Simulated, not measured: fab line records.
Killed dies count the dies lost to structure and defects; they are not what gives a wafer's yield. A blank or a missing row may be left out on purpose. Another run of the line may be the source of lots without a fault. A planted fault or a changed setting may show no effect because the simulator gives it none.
fab line records	flow nand-harc
record: lots: 12	wafers: 35	last-day: 34
route steps=1302 shown A_STAIRCASE@669 END@1302
lots with no fault: from the same line, run without faults
start-h: start of the lot's first displayed wafer, in hours after the record's first day	wait-h: how many hours have passed since the lot's step before this one	" unchanged from the row above	L1.1+2: one row covering several wafers at once	- either no value or no given start	* or withheld: withheld	< > ~ a bound
route shown NAME@n: NAME is a module with steps in the file, n the number in the route of the first one	usual: average and standard deviation across the fault-free wafers	same: alike in all rows	chamber/n: place in a boat	sites: readings site by site	_std_site: the values' standard deviation	_edge_site: the outer-site mean with the inner-site mean subtracted	radius-mm: how far each site lies from the wafer's centre	mask NAME#n: copy n	behind: the tool/chamber that last shaped the wafer	hold: why the lot was held/for how many hours/how that ended	device: whichever transistor did not switch (one of n, p or np)	end of line: the tests these same wafers got at the end of their route	a step given without rows: its recipe and nothing more	killed: not the wafer's yield, but the dies lost to structure and defects at the first sort	map: the dies of a wafer, with x for killed, . for not killed, _ for no die there
set.NAME: setting as actually run; set.NAME@STEP: the setting as run at that earlier step	model.NAME: the simulator's own value behind a step, which no gauge read
one table for each step of the route and one row for each wafer, over a sample of lots
services: the hour from which a tool's chamber was out of use, counted from the record's first day as start-h (under 0 if before that day), plus the number of hours and why
== steps ==
step: NHARC_A_STAIRCASE_ETCH_13
recipe: target-depth-a: 1000	time-s: 40.5	ion-energy-ev: 400	c4f8-flow-sccm: 20	o2-flow-sccm: 10	ar-flow-sccm: withheld	rf-w: 600	bias-w: 1000	chemistry: C4F8/O2
usual: oes-product-au: 0.942/0.013	rf-vpp-V: 895/6.1	run-length-s: 61.8/0.43
lot.wafer	tool	chamber	start-h	wait-h	oes-product-au	rf-hours-counter-h	rf-vpp-V	run-length-s
L548.3	rie-diel-05	2	-	-	0.930	43	887	62.3
L548.6	"	2	"	"	0.942	-	888	62.3
L548.5	"	3	"	"	0.964	-	901	61.4
L552.1	rie-diel-13	0	-	-	0.941	13	889	62.4
L552.5	"	1	"	"	0.948	-	892	61.7
L552.6	"	2	"	"	0.950	-	895	62.2
L553.1	rie-diel-01	0	-	-	0.946	10	897	61.1
L553.5	"	0	"	"	0.943	-	897	61.3
L553.6	"	1	"	"	0.957	-	903	62.0
L555.4	rie-diel-05	3	-	-	0.963	0	900	61.0
L555.3	"	0	"	"	0.956	0	903	61.8
L555.2	"	1	"	"	0.935	0	889	61.5
L556.4	rie-diel-05	2	-	-	0.929	11	887	62.1
L556.1	"	3	"	"	0.922	8	899	61.2
L556.2	"	1	"	"	0.927	11	890	61.6
L557.3	rie-diel-13	3	-	-	0.929	25	895	62.3
L557.2	"	0	"	"	0.919	33	888	62.9
L557.1	"	1	"	"	0.930	34	892	61.7
L559.2	rie-diel-01	2	-	-	0.951	28	903	61.7
L559.3	"	1	"	"	0.923	22	904	61.8
L559.6	"	2	"	"	0.943	-	903	62.4
L560.2	rie-diel-05	1	-	-	0.931	20	889	61.5
L560.1	"	2	"	"	0.928	20	887	62.0
L560.5	"	1	"	"	0.929	-	889	61.5
L565.4	rie-diel-13	1	-	-	0.939	0	891	61.2
L565.2	"	2	"	"	0.951	0	894	62.0
L565.6	"	2	"	"	0.953	-	896	62.0
L568.1	rie-diel-05	2	-	-	0.948	46	889	62.2
L568.4	"	1	"	"	0.940	42	890	61.5
L568.5	"	2	"	"	0.947	-	885	62.1
L567.2	rie-diel-05	1	-	-	0.939	42	888	61.5
L567.1	"	2	"	"	0.932	46	887	61.9
L571.2	rie-diel-01	1	-	-	0.947	9	903	61.9
L571.1	"	0	"	"	0.943	8	895	61.7
L571.5	"	2	"	"	0.949	-	904	62.0
step: NHARC_A_STAIRCASE_ETCH_15
recipe: target-depth-a: 1000	time-s: 40.5	ion-energy-ev: 400	c4f8-flow-sccm: 20	o2-flow-sccm: 10	ar-flow-sccm: withheld	rf-w: 600	bias-w: 1000	chemistry: C4F8/O2
usual: oes-product-au: 0.943/0.012	rf-vpp-V: 895/6.1	run-length-s: 61.8/0.43
lot.wafer	tool	chamber	start-h	wait-h	oes-product-au	rf-hours-counter-h	rf-vpp-V	run-length-s
L548.3	rie-diel-05	0	-	-	0.966	35	904	61.8
L548.6	"	3	"	"	0.974	-	898	61.3
L548.5	"	0	"	"	0.972	-	905	61.8
L552.1	rie-diel-13	0	-	-	0.942	13	889	62.3
L552.6	"	1	"	"	0.939	-	892	61.5
L552.5	"	2	"	"	0.951	-	895	61.9
L553.1	rie-diel-01	2	-	-	0.949	10	903	62.1
L553.5	"	0	"	"	0.956	-	897	61.5
L553.6	"	1	"	"	0.953	-	904	62.0
L555.4	rie-diel-05	2	-	-	0.938	0	887	61.9
L555.3	"	0	"	"	0.951	0	905	61.8
L555.2	"	1	"	"	0.943	0	893	61.9
L556.4	rie-diel-05	3	-	-	0.954	8	900	61.0
L556.2	"	0	"	"	0.948	7	904	62.2
L556.1	"	1	"	"	0.934	11	888	61.7
L557.2	rie-diel-13	3	-	-	0.924	26	893	62.1
L557.1	"	0	"	"	0.914	34	889	62.6
L557.3	"	1	"	"	0.937	35	892	61.1
L559.2	rie-diel-01	1	-	-	0.931	22	904	62.3
L559.3	"	2	"	"	0.933	28	904	61.7
L559.6	"	0	"	"	0.950	-	894	61.1
L560.1	rie-diel-05	1	-	-	0.947	20	889	62.2
L560.2	"	2	"	"	0.926	21	886	62.5
L560.5	"	1	"	"	0.944	-	890	62.1
L565.2	rie-diel-13	0	-	-	0.938	0	888	62.3
L565.4	"	1	"	"	0.933	0	891	61.2
L565.6	"	1	"	"	0.939	-	889	61.1
L568.4	rie-diel-05	1	-	-	0.940	42	890	61.6
L568.1	"	2	"	"	0.948	46	885	61.8
L568.5	"	3	"	"	0.967	-	898	61.9
L567.1	rie-diel-05	3	-	-	0.936	39	899	61.4
L567.2	"	1	"	"	0.921	42	890	61.7
L571.1	rie-diel-01	2	-	-	0.934	8	904	61.6
L571.2	"	0	"	"	0.941	8	896	61.4
L571.5	"	2	"	"	0.947	-	901	61.7
step: NHARC_A_STAIRCASE_ETCH_19
recipe: target-depth-a: 1000	time-s: 40.5	ion-energy-ev: 400	c4f8-flow-sccm: 20	o2-flow-sccm: 10	ar-flow-sccm: withheld	rf-w: 600	bias-w: 1000	chemistry: C4F8/O2
usual: oes-product-au: 0.943/0.012	rf-vpp-V: 895/6.2	run-length-s: 61.9/0.43
lot.wafer	tool	chamber	start-h	wait-h	oes-product-au	rf-hours-counter-h	rf-vpp-V	run-length-s
L548.3	rie-diel-05	3	356.32	-	0.961	42	900	61.2
L548.5	"	3	"	"	0.951	-	900	61.4
L548.6	"	0	"	"	0.951	-	907	61.7
L552.1	rie-diel-13	0	385.92	-	0.941	13	889	62.3
L552.5	"	0	"	"	0.936	-	888	62.9
L552.6	"	1	"	"	0.943	-	893	61.6
L553.1	rie-diel-01	1	413.30	-	0.946	5	904	62.6
L553.6	"	1	"	"	0.949	-	903	61.8
L553.5	"	2	"	"	0.967	-	902	61.5
L555.2	rie-diel-05	2	420.79	-	0.956	1	887	61.9
L555.3	"	3	"	"	0.953	1	901	61.8
L555.4	"	0	"	"	0.949	1	904	61.8
L556.2	rie-diel-05	2	446.84	-	0.922	12	886	61.8
L556.1	"	3	"	"	0.927	8	900	61.3
L556.4	"	0	"	"	0.940	8	905	62.2
L557.1	rie-diel-13	3	449.50	-	0.923	27	894	62.5
L557.2	"	0	"	"	0.909	34	887	62.5
L557.3	"	1	"	"	0.919	36	891	61.3
L559.2	rie-diel-01	1	466.31	-	0.947	23	903	62.0
L559.3	"	2	"	"	0.950	28	903	62.1
L559.6	"	2	"	"	0.947	-	904	61.7
L560.1	rie-diel-05	2	466.48	-	0.939	21	887	62.4
L560.2	"	1	"	"	0.950	20	889	61.7
L560.5	"	2	"	"	0.931	-	888	62.0
L565.4	rie-diel-13	3	533.79	-	0.958	3	894	61.8
L565.2	"	0	"	"	0.938	5	888	62.4
L565.6	"	0	"	"	0.944	-	889	62.2
L568.4	rie-diel-05	3	559.04	-	0.942	39	898	61.1
L568.1	"	0	"	"	0.937	41	904	74.0
L568.5	"	2	"	"	0.927	-	886	62.5
L567.2	rie-diel-05	0	560.70	-	0.947	42	903	62.0
L567.1	"	1	"	"	0.941	44	888	74.3
L571.2	rie-diel-01	1	594.18	-	0.944	9	903	62.3
L571.1	"	2	"	"	0.940	8	902	61.6
L571.5	"	2	"	"	0.933	-	904	61.6
step: NHARC_A_STAIRCASE_TRIM_22
recipe: time-s: 211.2	o2-flow-sccm: 500	ar-flow-sccm: 0	bias-w: 0	chemistry: O2
usual: drypump-motor-current-A: 5.6/0.42	oes-product-au: 1.000/0.0087	rf-vpp-V: 57.7/0.97	showerhead-plenum-p-Torr: 3.51/0.16	throttle-valve-pct: 17.036/0.0086
lot.wafer	tool	chamber	start-h	wait-h	drypump-motor-current-A	oes-product-au	rf-hours-counter-h	rf-vpp-V	showerhead-plenum-p-Torr	throttle-valve-pct
L548.3	rie-diel-13	0	357.03	0.2	5.3	0.993	-	57.9	3.33	17.037
L548.6	"	1	"	"	5.6	0.996	-	57.3	3.43	17.032
L548.5	"	0	"	"	5.3	0.992	-	58.0	3.33	17.023
L552.1	rie-diel-13	0	-	-	5.3	0.989	14	58.2	3.33	17.027
L552.5	"	1	"	"	5.5	0.990	-	57.8	3.42	17.036
L552.6	"	2	"	"	5.6	1.002	-	57.7	3.48	17.037
L553.1	rie-diel-01	2	-	-	6.0	1.006	10	61.4	3.74	17.036
L553.5	"	2	"	"	6.0	1.016	-	58.9	3.74	17.040
L553.6	"	3	"	"	5.1	1.007	-	57.3	3.49	17.054
L555.2	rie-diel-05	2	-	-	6.4	0.990	1	57.0	3.30	17.026
L555.4	"	3	"	"	5.2	0.994	1	58.1	3.62	17.032
L555.3	"	1	"	"	5.3	1.000	1	58.7	3.36	17.034
L556.4	rie-diel-05	3	-	-	5.2	0.997	9	58.3	3.62	17.046
L556.2	"	0	"	"	5.6	1.006	8	59.6	3.77	17.042
L556.1	"	2	"	"	6.4	0.996	12	57.0	3.29	17.053
L557.2	rie-diel-05	1	-	-	5.3	1.002	12	57.9	3.36	17.043
L557.1	"	3	"	"	5.2	1.004	9	58.9	3.62	17.026
L557.3	"	0	"	"	5.6	1.001	9	59.8	3.77	17.044
L559.2	rie-diel-01	1	-	-	6.2	0.998	23	58.2	3.73	17.037
L559.3	"	0	"	"	5.3	1.016	29	57.5	3.53	17.028
L559.6	"	0	"	"	5.4	1.006	-	57.6	3.53	17.030
L560.2	rie-diel-05	2	-	-	6.5	0.993	21	58.2	3.29	17.047
L560.1	"	3	"	"	5.2	0.990	15	57.0	3.61	17.028
L560.5	"	3	"	"	5.2	0.993	-	58.4	3.62	17.034
L565.2	rie-diel-13	1	-	-	5.5	0.988	5	56.9	3.40	17.028
L565.4	"	0	"	"	5.3	0.996	5	56.7	3.30	17.027
L565.6	"	2	"	"	5.6	1.002	-	57.0	3.46	17.042
L568.1	rie-diel-13	1	-	-	5.5	1.004	12	57.4	3.39	17.041
L568.4	"	0	"	"	5.3	0.988	14	56.6	3.30	17.032
L568.5	"	1	"	"	5.5	0.996	-	56.8	3.39	17.062
L567.2	rie-diel-05	3	-	-	5.2	1.000	40	57.8	3.60	17.040
L567.1	"	0	"	"	5.6	1.007	43	57.7	3.75	17.035
L571.1	rie-diel-01	1	-	-	6.2	1.012	9	57.6	3.72	17.047
L571.2	"	2	"	"	6.0	0.994	8	58.0	3.72	17.030
L571.5	"	0	"	"	5.4	1.001	-	58.7	3.52	17.029
step: NHARC_END_SORT_01
recipe: temp-c: 25
usual: killed-at-array: 59/24	killed-at-other: 0.7/1.2	killed-at-periphery: 3.5/2.6	killed-dies: 63/24	killed-open: 3.2/2.1	killed-short: 2.4/1.5
same: gross-dies: 677
lot.wafer	tool	chamber	start-h	wait-h	killed-at-array	killed-at-other	killed-at-periphery	killed-dies	killed-open	killed-short
L568.1	prober-02	0	774.40	2.5	672	0	5	677	8	3
L568.4	prober-02	0	776.81	3.4	76	0	6	82	4	0
L568.5	prober-02	0	777.62	3.7	57	0	3	60	1	0
L567.1	prober-02	0	782.24	2.5	672	1	3	676	1	1
L567.2	prober-02	0	783.03	2.8	37	6	8	51	1	4
killed by level:class
L568.1 A_STAIRCASE:area-etch=605 A_SLIT:chamber-film-flake=23 A_CHANNEL_HOLE_D1:chamber-film-flake=17 A_CHANNEL_HOLE_D2:chamber-film-flake=13 A_STAIRCASE:chamber-film-flake=3 P_CONTACT:geometric-particle:open=2 A_M0:geometric-particle:open=2 A_CONTACT:chamber-film-flake=2
L568.4 A_SLIT:chamber-film-flake=26 A_CHANNEL_HOLE_D2:chamber-film-flake=22 A_STAIRCASE:chamber-film-flake=10 A_CHANNEL_HOLE_D1:chamber-film-flake=8 A_BONDPAD:chamber-film-flake=3 A_CHANNEL_FILL_D2:geometric-particle:open=2 P_STI:chamber-film-flake=2 P_M0:chamber-film-flake=2
L568.5 A_SLIT:chamber-film-flake=23 A_CHANNEL_HOLE_D2:chamber-film-flake=14 A_CHANNEL_HOLE_D1:chamber-film-flake=9 A_STAIRCASE:chamber-film-flake=6 A_CONTACT:chamber-film-flake=2 A_CHANNEL_FILL_D2:geometric-particle:open=1 P_ZERO_WELL:chamber-film-flake=1 P_STI:chamber-film-flake=1
L567.1 A_STAIRCASE:area-etch=643 A_CHANNEL_HOLE_D1:chamber-film-flake=10 A_CONTACT:chamber-film-flake=6 A_STAIRCASE:chamber-film-flake=5 A_BONDPAD:chamber-film-flake=3 P_ZERO_WELL:chamber-film-flake=2 A_SLIT:chamber-film-flake=2 A_CHANNEL_FILL_D2:geometric-particle:short=1
L567.2 A_CHANNEL_HOLE_D1:chamber-film-flake=16 A_CONTACT:chamber-film-flake=8 THIN_TSV:chamber-film-flake=5 P_ZERO_WELL:chamber-film-flake=4 A_SLIT:chamber-film-flake=4 P_M1:chamber-film-flake=3 A_STAIRCASE:chamber-film-flake=3 A_CHANNEL_FILL_D2:geometric-particle:short=2
== services ==
tool	chamber	start-h	hours	kind
rie-diel-05	0	337.54	-	clean
rie-diel-05	1	337.54	-	clean
rie-diel-05	2	337.54	-	clean
rie-diel-05	3	337.54	-	clean
rie-diel-13	-	342.18	9.0	pm
rie-diel-13	2	353.03	8.5	repair
rie-diel-13	3	356.16	5.9	repair
rie-diel-05	0	362.04	-	clean
rie-diel-05	1	362.04	-	clean
rie-diel-05	2	362.04	-	clean
rie-diel-05	3	362.04	-	clean
rie-diel-13	-	362.98	1.1	repair
rie-diel-01	1	370.55	30.6	repair
rie-diel-01	-	380.95	9.0	pm
rie-diel-05	-	406.63	9.0	pm
rie-diel-01	-	431.97	0.4	repair
rie-diel-13	2	445.07	16.4	repair
rie-diel-01	3	452.02	15.6	repair
rie-diel-13	0	499.96	6.0	repair
rie-diel-05	3	519.22	5.4	repair
rie-diel-13	-	520.19	9.0	pm
rie-diel-01	-	557.95	9.0	pm
rie-diel-05	-	583.68	9.0	pm
rie-diel-01	3	587.32	13.6	repair
== key ==
first-sign: step: NHARC_A_STAIRCASE_ETCH_19	reading: run-length-s	direction: up	sigmas: 29	usual: *	struck: *
effect: step: NHARC_END_SORT_01	reading: killed-at-array	direction: up	sigmas: 26	usual: 59	struck: 672
more-kills-born-at: NHARC_A_STAIRCASE_ETCH_19@rie-diel-05: 1248
met-at NHARC_A_STAIRCASE_ETCH_19
struck-lots L567,L568
struck-wafers L567.1,L568.1
later-rows-left-out L567.1,L568.1
tester-left-out L567,L568
not-acting-at NHARC_A_STAIRCASE_ETCH_13,NHARC_A_STAIRCASE_ETCH_15,NHARC_A_STAIRCASE_TRIM_22
onset-between 466.48 559.04
fault: kind: process-parameter-drift	tool: rie-diel-05	chamber: -	onset-h: 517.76	steps: NHARC_A_STAIRCASE_ETCH_19	channel: time-s	offset: *	shape: step	end-h: 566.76	scope: struck-wafers-only	acts-in: *	stated: *
tester-left-out: of these lots the tester's yield and bins aren't shown, on N5 and GAA mostly nor the transistor test; their killed dies are dies lost to structure and defects alone, not to doping, threshold or leakage, so they don't give the yield
later-rows-left-out: the simulator's readings of these wafers behind a module that went badly wrong aren't trusted and aren't shown, but for the sort
